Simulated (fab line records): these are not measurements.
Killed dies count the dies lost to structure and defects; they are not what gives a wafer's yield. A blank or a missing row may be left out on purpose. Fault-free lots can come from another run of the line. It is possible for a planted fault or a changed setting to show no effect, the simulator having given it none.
Matching of chambers -- flow n5_finfet -- N5_HKMG_FIN_ETCH_67 on rie_diel-02: 4 sister chambers
The step etches SOC in N2/H2, stops on TiN, target depth 388.9 nm. 14 wafers are shown with their chamber, then 7 later ones without.

## WAFERS, EACH WITH ITS CHAMBER
wafer,chamber,showerhead_plenum_p_Torr (Torr),drypump_motor_current_A (A),throttle_valve_pct (%)
L078.2,0,2.35,6.4,17.87
L078.4,2,2.50,5.8,18.03
L078.6,0,2.35,6.3,17.87
L082.2,1,2.66,5.4,17.77
L082.3,3,2.47,6.0,17.71
L082.5,2,2.49,5.8,18.05
L083.3,0,2.35,6.3,17.87
L083.4,1,2.66,5.4,17.79
L083.5,0,2.35,6.4,17.87
L088.2,3,2.47,6.0,17.73
L088.5,3,2.47,6.0,17.73
L088.6,2,2.49,5.8,18.08
L092.1,0,2.34,6.3,17.90
L092.2,3,2.46,5.9,17.75

SIGNATURES, as means of the wafers listed above
reading,chamber 0,chamber 1,chamber 2,chamber 3,scatter within a chamber
showerhead_plenum_p_Torr,2.3480,2.6600,2.4933,2.4675,0.00471
drypump_motor_current_A,6.340,5.400,5.800,5.975,0.0442
throttle_valve_pct,17.8760,17.7800,18.0533,17.7300,0.0173
Rule: a wafer lies at a distance from a chamber equal to the root of the sum of squares, over the readings, of (its reading less the chamber's mean, divided by the reading's scatter). If the next closest chamber is less than 2 further off than the closest, the wafer can't be placed; otherwise it belongs to the closest. The scatter: take each reading less its chamber's mean, square it, sum over the shown wafers, divide by the number of wafers less the number of chambers, and take the root.

## WAFERS WHOSE CHAMBER IS MISSING
wafer,showerhead_plenum_p_Torr (Torr),drypump_motor_current_A (A),throttle_valve_pct (%)
L092.6,2.34,6.3,17.91
L095.1,2.65,5.4,17.83
L095.2,2.46,6.0,17.78
L095.4,2.33,6.3,17.94
L097.1,2.48,5.8,17.63
L097.3,2.46,6.0,17.78
L097.5,2.64,5.4,17.82

## THE CHAMBER EACH PASSED THROUGH
wafer,from the rows above,in truth
L092.6,0,0
L095.1,1,1
L095.2,3,3
L095.4,0,0
L097.1,3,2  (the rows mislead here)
L097.3,3,3
L097.5,1,1
Placed correctly: 6 of 7. Number that these rows cannot place: 0. Placed wrongly: 1.
